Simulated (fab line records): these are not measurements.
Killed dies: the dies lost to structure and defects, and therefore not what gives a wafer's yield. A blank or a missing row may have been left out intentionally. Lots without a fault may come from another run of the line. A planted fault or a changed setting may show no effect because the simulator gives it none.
fab line records | flow n5Finfet
record: lots: 6 wafers: 18 lastDay: 14
route steps=1938 shown BEOL_M1@808 BEOL_M2@841 PASSIVATION@1936
lots that met no fault: taken from a fault-free run of the same line
startH: hours from the record's first day to the start of the lot's first wafer shown | waitH: time in hours since the lot's previous step | " the same as in the row above | L1.1+2: a row that stands for several wafers | - value missing, or start not given | * or withheld: withheld | < > ~ a bound
route shown NAME@n: a module of which the file shows steps, and the number in the route of the first | usual: the fault-free wafers' mean and standard deviation | same: alike in all rows | chamber/n: place in a boat | sites: the reading at each site | _std_site: standard deviation across them | _edge_site: mean of outer sites minus mean of inner sites | radiusMm: how far each site lies from the wafer's centre | mask NAME#n: copy n | behind: tool/chamber where the wafer was last shaped | hold: why the lot was held/for how many hours/how that ended | device: transistor that didn't switch, given as n, p or np | end of line: tests run on the same wafers once the route is complete | a step given without rows: its recipe and nothing more | killed: the dies lost at the first sort to structure and to defects; this is not the yield of the wafer | map: the dies of a wafer, with x for killed, . for not killed, _ for no die there
set.NAME: setting as actually run; set.NAME@STEP: the setting as run at that earlier step | model.NAME: the simulator's own value behind a step, which no gauge read
a table for each step, a row for each wafer; lots at some steps of the route
services: a tool's chamber out of use, with start hour (startH, from the record's first day; less than 0 if before it), hours out, and reason
== steps ==
step: N5_BEOL_M1_CD_MEAS_35
recipe: targetCdNm: 18 targetCdYNm: 21 polarity: opening
usual: cdNm: 18.0/0.36
columns lot.wafer tool chamber startH waitH cdNm
L384.1 cdSem-02 - 146.59 0.0 18.5
L384.3 " - " " 18.5
L384.4 " - " " 18.2
L387.3 cdSem-02 - 164.67 0.0 18.5
L387.5 " - " " 18.1
L387.6 " - " " 17.8
L388.1 cdSem-01 - 167.92 0.0 18.3
L388.3 " - " " 18.0
L388.4 " - " " 17.9
L390.2 cdSem-01 - 181.90 0.0 17.9
L390.5 " - " " 18.9
L390.6 " - " " 18.0
L391.1 cdSem-03 - 184.98 0.0 18.3
L391.2 " - " " 18.3
L391.5 " - " " 17.8
L393.1 cdSem-02 - 198.28 0.0 17.7
L393.4 " - " " 18.2
L393.6 " - " " 17.6
step: N5_BEOL_M1_DEGAS_44
recipe: ambient: vacuum tempC: 250 timeS: 60
step: N5_BEOL_M1_PRE_CLEAN_45
recipe: gas: H2/He timeS: 30 tempC: 250
step: N5_BEOL_M1_ALD_84
recipe: material: TaN targetThkA: * tempC: 275 aldPrecursorFamily: PDMAT aldCoReactant: NH3 pressureTorr: 3 carrierFlowSccm: 1500 pulseTimeS: 2 purgeTimeS: 3 coReactantPurgeTimeS: 2 coReactantPulseTimeS: 3 aldCycles: 30 precursorVesselTempC: 75 precursorVesselPressureTorr: 26.25 precursorVesselCarrierSccm: 1000
step: N5_BEOL_M1_SURFACE_TREAT_85
recipe: gas: Ar timeS: * ionEnergyEv: * ionCurrentMaCm2: 0.5 pressureMtorr: * arFlowSccm: 30
step: N5_BEOL_M1_CVD_47
recipe: material: Co targetThkA: 30 tempC: withheld precursor: CCTBA/H2 pressureTorr: 30 timeS: 223.8
step: N5_BEOL_M1_SPUTTER_48
recipe: material: Cu targetThkA: 45 tempC: -20 chamberPressurePa: 0.07 powerW: withheld timeS: 8.29
step: N5_BEOL_M1_ANNEAL_49
recipe: tempC: 400 timeS: 240 ambient: vacuum
step: N5_BEOL_M1_SPUTTER_79
recipe: material: Cu targetThkA: 45 tempC: -20 chamberPressurePa: 0.07 powerW: withheld timeS: 8.29
step: N5_BEOL_M1_ANNEAL_80
recipe: tempC: 400 timeS: 240 ambient: vacuum
usual: heaterPowerW: 796/55
columns lot.wafer tool chamber startH waitH heaterPowerW
L384.1 pvdSputter-01 - 148.37 0.0 794
L384.3 " - " " 819
L384.4 " - " " 829
L387.3 pvdSputter-03 - 166.01 0.0 892
L387.5 " - " " 906
L387.6 " - " " 713
L388.1 pvdSputter-01 - 168.96 0.0 807
L388.3 " - " " 831
L388.4 " - " " 794
L390.2 pvdSputter-02 - 183.45 0.0 800
L390.5 " - " " 725
L390.6 " - " " 783
L391.1 pvdSputter-02 - 186.11 0.0 777
L391.2 " - " " 720
L391.5 " - " " 746
L393.1 pvdSputter-02 - 199.61 0.0 773
L393.4 " - " " 815
L393.6 " - " " 734
step: N5_BEOL_M1_SPUTTER_81
recipe: material: Cu targetThkA: 45 tempC: -20 chamberPressurePa: 0.07 powerW: withheld timeS: 8.29
step: N5_BEOL_M1_ANNEAL_82
recipe: tempC: 400 timeS: 240 ambient: vacuum
step: N5_BEOL_M1_SPUTTER_86
recipe: material: Cu targetThkA: 45 tempC: -20 chamberPressurePa: 0.07 powerW: withheld timeS: 8.29
usual: chuckGasFlowSccm: 1.26/0.052 throttleValvePct: 29.8/1.3
columns lot.wafer tool chamber startH waitH chuckGasFlowSccm throttleValvePct
L384.1 pvdSputter-01 - 148.73 0.1 1.18 31.4
L384.3 " - " " 1.21 29.2
L384.4 " - " " 1.33 30.7
L387.3 pvdSputter-03 - 166.37 0.1 1.32 30.4
L387.5 " - " " 1.21 30.2
L387.6 " - " " 1.31 29.7
L388.1 pvdSputter-01 - 169.32 0.1 1.34 31.1
L388.3 " - " " 1.20 29.3
L388.4 " - " " 1.28 30.9
L390.2 pvdSputter-02 - 183.81 0.1 1.20 29.6
L390.5 " - " " 1.33 27.1
L390.6 " - " " 1.28 29.8
L391.1 pvdSputter-02 - 186.47 0.1 1.24 29.8
L391.2 " - " " 1.29 30.2
L391.5 " - " " 1.21 30.2
L393.1 pvdSputter-02 - 199.97 0.1 1.20 29.7
L393.4 " - " " 1.19 28.7
L393.6 " - " " 1.36 30.4
step: N5_BEOL_M1_ANNEAL_87
recipe: tempC: 400 timeS: 240 ambient: vacuum
step: N5_BEOL_M1_SPUTTER_88
recipe: material: Cu targetThkA: 45 tempC: -20 chamberPressurePa: 0.07 powerW: withheld timeS: 8.29
usual: chuckGasFlowSccm: 1.26/0.06 throttleValvePct: 29.8/1.3
columns lot.wafer tool chamber startH waitH chuckGasFlowSccm throttleValvePct
L384.1 pvdSputter-01 - 148.95 0.1 1.36 31.5
L384.3 " - " " 1.17 29.2
L384.4 " - " " 1.31 30.8
L387.3 pvdSputter-03 - 166.59 0.1 1.29 30.2
L387.5 " - " " 1.23 30.3
L387.6 " - " " 1.32 30.0
L388.1 pvdSputter-01 - 169.54 0.1 1.29 31.1
L388.3 " - " " 1.31 29.6
L388.4 " - " " 1.21 31.4
L390.2 pvdSputter-02 - 184.03 0.1 1.28 29.7
L390.5 " - " " 1.24 26.7
L390.6 " - " " 1.17 30.0
L391.1 pvdSputter-02 - 186.69 0.1 1.27 29.5
L391.2 " - " " 1.27 30.2
L391.5 " - " " 1.27 30.0
L393.1 pvdSputter-02 - 200.19 0.1 1.32 30.0
L393.4 " - " " 1.33 29.0
L393.6 " - " " 1.25 30.3
step: N5_BEOL_M1_ANNEAL_89
recipe: tempC: 400 timeS: 240 ambient: vacuum
step: N5_BEOL_M1_SPUTTER_90
recipe: material: Cu targetThkA: 45 tempC: -20 chamberPressurePa: 0.07 powerW: withheld timeS: 8.29
usual: chuckGasFlowSccm: 1.27/0.05 throttleValvePct: 29.8/1.3
columns lot.wafer tool chamber startH waitH chuckGasFlowSccm throttleValvePct
L384.1 pvdSputter-01 - 149.17 0.1 1.39 31.1
L384.3 " - " " 1.29 29.4
L384.4 " - " " 1.23 30.7
L387.3 pvdSputter-03 - 166.81 0.1 1.17 30.5
L387.5 " - " " 1.32 30.2
L387.6 " - " " 1.26 30.0
L388.1 pvdSputter-01 - 169.76 0.1 1.24 31.1
L388.3 " - " " 1.17 29.7
L388.4 " - " " 1.27 31.0
L390.2 pvdSputter-02 - 184.25 0.1 1.24 30.0
L390.5 " - " " 1.27 26.7
L390.6 " - " " 1.23 29.9
L391.1 pvdSputter-02 - 186.91 0.1 1.28 29.7
L391.2 " - " " 1.23 30.4
L391.5 " - " " 1.30 30.1
L393.1 pvdSputter-02 - 200.41 0.1 1.26 29.8
L393.4 " - " " 1.26 28.3
L393.6 " - " " 1.25 30.1
step: N5_BEOL_M1_ANNEAL_91
recipe: tempC: 400 timeS: 240 ambient: vacuum
step: N5_BEOL_M1_SPUTTER_92
recipe: material: Cu targetThkA: 45 tempC: -20 chamberPressurePa: 0.07 powerW: withheld timeS: 8.29
usual: chuckGasFlowSccm: 1.27/0.058 throttleValvePct: 29.9/1.3
columns lot.wafer tool chamber startH waitH chuckGasFlowSccm throttleValvePct
L384.1 pvdSputter-01 - 149.39 0.1 1.25 31.3
L384.3 " - " " 1.24 29.2
L384.4 " - " " 1.26 30.9
L387.3 pvdSputter-03 - 167.03 0.1 1.21 30.5
L387.5 " - " " 1.26 30.5
L387.6 " - " " 1.23 30.1
L388.1 pvdSputter-01 - 169.98 0.1 1.31 31.2
L388.3 " - " " 1.20 29.4
L388.4 " - " " 1.32 30.9
L390.2 pvdSputter-02 - 184.47 0.1 1.25 29.9
L390.5 " - " " 1.30 26.9
L390.6 " - " " 1.39 30.1
L391.1 pvdSputter-02 - 187.13 0.1 1.35 29.8
L391.2 " - " " 1.21 30.3
L391.5 " - " " 1.19 30.0
L393.1 pvdSputter-02 - 200.63 0.1 1.33 30.1
L393.4 " - " " 1.24 28.7
L393.6 " - " " 1.26 30.2
step: N5_BEOL_M1_ANNEAL_93
recipe: tempC: 400 timeS: 240 ambient: vacuum
step: N5_BEOL_M1_SPUTTER_94
recipe: material: Cu targetThkA: 45 tempC: -20 chamberPressurePa: 0.07 powerW: withheld timeS: 8.29
step: N5_BEOL_M1_ANNEAL_95
recipe: tempC: 400 timeS: 240 ambient: vacuum
step: N5_BEOL_M1_SPUTTER_96
recipe: material: Cu targetThkA: 45 tempC: -20 chamberPressurePa: 0.07 powerW: withheld timeS: 8.29
step: N5_BEOL_M1_ECD_50
recipe: material: Cu targetThkA: 3000
step: N5_BEOL_M1_ANNEAL_51
recipe: tempC: 225 timeS: 90 ambient: N2
step: N5_BEOL_M1_CMP_52
recipe: stopOn: SiOC tOverpolishS: 6.8 downForcePsi: 1 platenRpm: 50 clearingPlatenDownForcePsi: 1.5 clearingPlatenRpm: 50 postCmpClean: cuAlkaline targetThkNm: 40 clearingPlatenPadVelocityMS: 0.99484 padVelocityMS: 0.99484
step: N5_BEOL_M1_PRE_CLEAN_60
recipe: gas: NH3/H2 timeS: 15 tempC: * rfPowerW: 300
usual: heaterPowerW: 86/17
columns lot.wafer tool chamber startH waitH heaterPowerW
L384.1 cvdCo-01 2 150.67 0.0 88
L384.3 " 0 " " 65
L384.4 " 0 " " 65
L387.3 cvdCo-02 1 168.32 0.0 91
L387.5 " 0 " " 103
L387.6 " 2 " " 63
L388.1 cvdCo-02 1 171.27 0.0 91
L388.3 " 0 " " 102
L388.4 " 2 " " 61
L390.2 cvdCo-02 0 185.84 0.0 102
L390.5 " 2 " " 62
L390.6 " 0 " " 102
L391.1 cvdCo-02 2 188.39 0.0 62
L391.2 " 0 " " 102
L391.5 " 0 " " 101
L393.1 cvdCo-01 0 201.91 0.0 66
L393.4 " 2 " " 90
L393.6 " 0 " " 66
step: N5_BEOL_M1_CO_CAP_55
recipe: material: Co targetThkA: 20 tempC: 200 precursor: CCTBA/H2 pressureTorr: 30 timeS: 102.1
step: N5_BEOL_M1_PRE_CLEAN_56
recipe: gas: NH3 timeS: 15 tempC: withheld rfPowerW: 300
step: N5_BEOL_M1_DEP_57
recipe: material: SiCN targetThkA: 80 tempC: withheld precursor: 3MS/NH3 pressureTorr: 3 rfW: 202 timeS: 14
step: N5_BEOL_M1_RS_MEAS_58
recipe: thkMeasGauge: four-point-probe reads: Co_of_BEOL_M1_CO_CAP_55+Cu_of_BEOL_M1_ECD_50+Co_of_BEOL_M1_CVD_47+TaN_of_BEOL_M1_ALD_84
usual: M1_RS: 0.68/0.031
columns lot.wafer tool chamber startH waitH M1_RS[ohm/sq]
L384.1 filmMetro-02 - 150.90 0.0 0.69
L384.3 " - " " 0.61
L384.4 " - " " 0.66
L387.3 filmMetro-01 - 168.54 0.1 0.74
L387.5 " - " " 0.66
L387.6 " - " " 0.72
L388.1 filmMetro-01 - 171.49 0.0 0.64
L388.3 " - " " 0.67
L388.4 " - " " 0.63
L390.2 filmMetro-02 - 186.08 0.1 0.69
L390.5 " - " " 0.68
L390.6 " - " " 0.64
L391.1 filmMetro-01 - 190.95 0.0 0.71
L391.2 " - " " 0.69
L391.5 " - " " 0.69
L393.1 filmMetro-01 - 202.13 0.0 0.64
L393.4 " - " " 0.64
L393.6 " - " " 0.66
step: N5_BEOL_M2_ILD_DEP_00
recipe: material: SiOC targetThkA: 790 tempC: 350 precursor: DEMS/O2 pressureTorr: 5 rfW: 500 timeS: 15.3
step: N5_BEOL_M2_THK_MEAS_01
recipe: reads: SiOC_of_BEOL_M2_ILD_DEP_00
usual: M2_ILD_THK: 79.3/0.98
columns lot.wafer tool chamber startH waitH M2_ILD_THK[nm]
L384.1 filmMetro-02 - 151.03 0.0 78.1
L384.3 " - " " 78.8
L384.4 " - " " 79.3
L387.3 filmMetro-01 - 168.67 0.1 80.0
L387.5 " - " " 80.5
L387.6 " - " " 80.1
L388.1 filmMetro-01 - 171.62 0.0 79.1
L388.3 " - " " 78.9
L388.4 " - " " 79.7
L390.2 filmMetro-02 - 186.21 0.1 79.6
L390.5 " - " " 81.3
L390.6 " - " " 80.2
L391.1 filmMetro-01 - 191.08 0.0 78.6
L391.2 " - " " 79.0
L391.5 " - " " 80.8
L393.1 filmMetro-02 - 202.26 0.0 79.2
L393.4 " - " " 79.6
L393.6 " - " " 79.7
step: N5_BEOL_M2_PECVD_72
recipe: material: SiO2 targetThkA: 160 tempC: 400 precursor: TEOS/O2 pressureTorr: 5.5 rfW: 450 teosFlowSccm: 53.8 gas: O2 flowSccm: 3000 timeS: 18
step: N5_BEOL_M2_HM_DEP_02
recipe: material: TiN targetThkA: 200 tempC: 25 chamberPressurePa: 0.49996
step: N5_BEOL_M2_COAT_61
recipe: resist: SOC tempC: 250 timeS: 60 spinRpm: 1500 resistThkNm: 60
step: N5_BEOL_M2_COAT_62
recipe: resist: SiARC tempC: 220 timeS: 60 spinRpm: 1500 resistThkNm: 12
step: N5_BEOL_M2_COAT_73
recipe: resist: underlayer tempC: 205 timeS: 60 spinRpm: 1500 resistThkNm: 5
step: N5_BEOL_M2_COAT_05
recipe: resist: CAR-EUV spinRpm: 1500 resistThkNm: 30
step: N5_BEOL_M2_EBR_07
recipe: solvent: PGMEA ebrWidthMm: 1.5
step: N5_PASSIVATION_PROBE_49
usual: defectLimitedYield: 90.9/1.5 killed_at_M0_to_M3: 36/9.9 killed_at_M4_up: 13/4.5 killedAtContacts: 13/6.4 killedAtFrontEnd: 42/12 killedAtOther: 3.4/3 killedDies: 107/18 killedOpen: 69/13 killedShort: 35/8.2 sort_bin_5_function: 5.3/1.1 sort_bin_6_memory: 3.4/0.69 sortNPass: 1073/18 sortYieldPct: 90.9/1.5
same: grossDies: 1180 killedAtBackSide: 0 sort_bin_4_leakage[%]: 0 sort_bin_8_speed[%]: 0
columns lot.wafer tool chamber startH waitH defectLimitedYield[%] killed_at_M0_to_M3 killed_at_M4_up killedAtContacts killedAtFrontEnd killedAtOther killedDies killedOpen killedShort sort_bin_5_function[%] sort_bin_6_memory[%] sortNPass sortYieldPct[%]
L391.1 prober-02 - 331.58 0.0 80.4 147 10 10 63 1 231 82 43 12.6 5.3 949 80.4
L391.2 prober-02 - 331.63 0.1 81.7 156 20 7 31 2 216 50 29 11.4 3.4 964 81.7
L391.5 prober-02 - 331.78 0.2 80.4 155 10 9 57 0 231 65 30 11.2 5.3 949 80.4
L393.1 prober-01 - 331.58 0.0 83.1 141 21 3 35 0 200 74 24 11.2 3.2 980 83.1
L393.4 prober-01 - 331.73 0.2 82.5 153 22 1 29 1 206 59 19 11.4 3.0 974 82.5
L393.6 prober-01 - 331.83 0.3 79.3 167 20 11 45 1 244 79 26 13.1 5.0 936 79.3
killed by level:class
L391.1 BEOL_M1:unspecified=103 FIN_SAQP:geometricParticle:open=18 STI_FIN_REVEAL:geometricParticle:open=16 BEOL_M0_SAQP:geometricParticle:open=13 BEOL_M0_SAQP:geometricParticle:short=12 FIN_SAQP:geometricParticle:short=11 MOL_CONTACT_COAG:geometricParticle:open=8 GATE_CUT:geometricParticle:short=5
L393.1 BEOL_M1:unspecified=101 BEOL_M2:geometricParticle:open=17 FIN_SAQP:geometricParticle:open=11 BEOL_M4:geometricParticle:open=10 BEOL_M3:geometricParticle:open=9 FIN_SAQP:geometricParticle:short=6 BEOL_M0:geometricParticle:open=4 BEOL_M5:geometricParticle:open=4
L391.2 BEOL_M1:unspecified=134 FIN_SAQP:geometricParticle:short=8 BEOL_M4:geometricParticle:open=7 BEOL_M0_SAQP:geometricParticle:open=6 BEOL_M0_SAQP:geometricParticle:short=6 BEOL_M5:geometricParticle:open=6 FIN_SAQP:geometricParticle:open=5 MOL_CONTACT_COAG:geometricParticle:open=5
L393.4 BEOL_M1:unspecified=127 BEOL_M4:geometricParticle:open=11 FIN_SAQP:geometricParticle:open=9 STI_FIN_REVEAL:geometricParticle:open=8 BEOL_M3:geometricParticle:open=7 BEOL_M0_SAQP:geometricParticle:short=6 BEOL_M0_SAQP:geometricParticle:open=5 BEOL_M5:geometricParticle:open=5
L391.5 BEOL_M1:unspecified=134 FIN_SAQP:geometricParticle:open=14 FIN_SAQP:geometricParticle:short=10 STI_FIN_REVEAL:geometricParticle:open=9 MOL_CONTACT_COAG:geometricParticle:open=8 BEOL_M4:geometricParticle:open=8 DUMMY_GATE:geometricParticle:open=7 STI_FIN_REVEAL:geometricParticle:short=4
L393.6 BEOL_M1:unspecified=137 FIN_SAQP:geometricParticle:open=17 MOL_CONTACT_COAG:geometricParticle:open=9 BEOL_M1:geometricParticle:open=8 BEOL_M2:geometricParticle:open=7 BEOL_M4:geometricParticle:open=7 FIN_SAQP:geometricParticle:short=5 STI_FIN_REVEAL:geometricParticle:open=5
map L391.1 (x killed, . not)
_________________xxxxxxxx....________________
______________xxxxxxxxxx.......x_____________
___________xxxxxxxxxxxxx...........__________
__________xxxxxxxxxxxxxxx..x........_________
________..xxxxxxxxxxxxxxx..xx..x...x.._______
_______...xx.xxxxxxxxxxxxxx...x........______
______......xxxxxxxxxxxxx...x....x...x.._____
_____.......xxxxxxxxx.xx.........x.......____
____..x...x...xxxxxx.x.............x......___
___...........x.x.xx.x..x..........x.......__
___..x..x.x....................x.....x.....__
__.........x....xxx.....x........x.........._
__.....................x....x..........x..x._
_....x..x...x.x.....................xx.x..x..
_.............................x.....xx.......
_........xx....x.x.....................x.....
_....................x.......................
_........x...............x..........x........
_................x...x..........xx...x.xx....
_.....................x...xxx.......x....x...
_......x...........xx........x....x.........x
__.......................x..........x...x..._
__.......................x....x....x......x._
___.........x....................xx........__
___........x.xx......xx.............x......__
____....x...x.....xx..x....x.........x....___
_____..x......x..........................____
______.....x....x..x..x.......x...x.x..._____
_______..x..............xx.............______
________..............x.xx....x......._______
__________..........x.....x........._________
___________x........x.........x....__________
______________.x.......x...x...._____________
_________________..x.........________________
map L393.6 (x killed, . not)
_________________............________________
______________xx..............x._____________
___________.x....x.....x...........__________
__________.......xx.........xx......_________
________..........x.x....x............_______
_______...x.x....x..................x..______
______............x.x..................._____
_____.....x..xxxx.x.xx.x........x........____
____.........xxxxxxxxxx.xxx.......x.x.....___
___..x......x.xxxxxxxxxxx.x.............x..__
___x......x.xxxxxxxxxxxxxx..xx.............__
__.........x.xxxxxxxxxxx.x..x.....x........._
__........x.xxxxxxxxxxxxxxx.xx.x............_
_...........xxxxxxxxxxxxxxx.x..............x.
_..x.....x...xxxxxxxxxxxxx...................
_..........x.xxxxxxxxxxxx.x........x...x.x...
_..............xxxxxxxxx.x..x................
_...x...x...x...xx.x.x...........xxx.....x...
_.................xxxx...................x..x
_x.....x........xxx......x...................
_x.............x.......x.x...............x..x
__x.........................xxxx............_
__........x........x......x.x..........x...._
___........................................__
___..................xx....................__
____x...x.x..x....x..x..x................x___
_____.........x........x..x........x.....____
______.......x.............x............_____
_______......x.................x...x...______
________xx......................x.x..._______
__________..........x....x....x....._________
___________...x.....x....x...x.....__________
______________.....x............_____________
_________________.x..x......x________________
== services ==
columns tool chamber startH hours kind
cvdCo-02 - 130.46 2.8 pm
cvdCo-01 - 134.02 1.2 repair
cvdCo-02 1 187.00 10.4 repair
== key ==
firstSign: step: N5_PASSIVATION_PROBE_49 reading: killed_at_M0_to_M3 direction: up sigmas: 12 usual: 36 struck: 153
effect: step: N5_PASSIVATION_PROBE_49 reading: defectLimitedYield direction: down sigmas: 6.3 usual: 90.9 struck: 81.2
moreKillsBornAt: N5_BEOL_M1_SPUTTER_86@pvdSputter-02: 736
metAt N5_BEOL_M1_SPUTTER_86
struckWafers L391.1,L391.2,L391.5,L393.1,L393.4,L393.6
onsetBetween 183.81 186.47
alsoFits time
fault: kind: chamberParticleSource tool: pvdSputter-02 chamber: - onsetH: 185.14 steps: N5_BEOL_M1_SPUTTER_86 ratePerVisitCm2: 1.0797 endH: 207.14
